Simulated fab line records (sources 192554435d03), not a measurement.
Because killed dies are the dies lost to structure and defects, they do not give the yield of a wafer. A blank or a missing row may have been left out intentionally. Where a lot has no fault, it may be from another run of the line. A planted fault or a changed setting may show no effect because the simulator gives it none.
8D (eight disciplines) problem report, filled in by code :: flow n5 finfet :: the parts of the form that need people (team, actions taken, sign-off) are left out

== 1. THE ISSUE ==
Mean of temp c at N5_MIM_TOP_ETCH_STRIP_01: 64.30 C across 6 wafers in 2 lots; on wafers with no fault it is 59.99 C (standard deviation 0.12). That is +36 standard deviations from the usual mean.
The step: strips in O2.
The first sign was on wafer L104.1 at day 14 09:40, on rie diel-03. At this step, 33 wafers from 11 lots have a number in the record. Rule for "out" (also "out of limits"): further than 4 standard deviations from the usual mean. The rest of the wafers with a number are treated as sound.

== 2. WHAT IT IS AND WHAT IT IS NOT ==
question: which readings at this step
is: temp c
is not: oes product au, rf vpp V, showerhead plenum p Torr, throttle valve pct

question: which lots
is: L104, L105
is not: L102, L106, L112, L115, L116, L117, L118, L120, L999

question: which wafers of those lots
is: all that have a number
is not: -

question: read on which tools
is: rie diel-03
is not: rie diel-05, rie diel-06

question: when
is: from day 14 09:40
is not: up to then (3 sound wafers); but 24 sound wafers of L102, L106, L112, L115, L116, L117, L118, L120 came after

== 3. WHAT RULES OUT EACH SUSPECT ==
Counting: a tool at any process step up to the reading remains a suspect when it ran all the lots that are out and ran no sound lot after the first of those.
- rie diel-03 at N5_MIM_TOP_ETCH_STRIP_01 (strips in O2): ruled out as a lasting fault. The sound lots L117, L118 went through it after L104, its earliest lot that is out (day 14 09:40).
Left after counting: nothing in the record.

== 4. THE CAUSE (what the simulator had put in) ==
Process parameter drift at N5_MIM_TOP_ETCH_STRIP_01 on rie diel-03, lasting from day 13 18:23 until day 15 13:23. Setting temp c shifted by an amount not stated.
Counting ruled it out, wrongly.

== 5. THE CHAIN OF EFFECTS, in route order ==
Each row: a reading where the mean over the struck wafers with a number is more than 3 standard deviations away from the usual. Only readings for which the record gives a usual standard deviation are gone through. hours: the time from each lot's start at the first step in this table that gives one to its start at this step, as a median over the lots. sigmas: the change in usual standard deviations.
hours: 0
step: N5_MIM_TOP_ETCH_STRIP_01
reading: temp c
usual: 59.99 C
on struck wafers: 64.30
change: +4.31
sigmas: +36
The process steps in it:
- N5_MIM_TOP_ETCH_STRIP_01: strips in O2.

== 6. WHAT WOULD HAVE CAUGHT IT SOONER ==
The fault began at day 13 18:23; the first out-of-limits reading in this record came at day 14 09:40, 15 hours later.
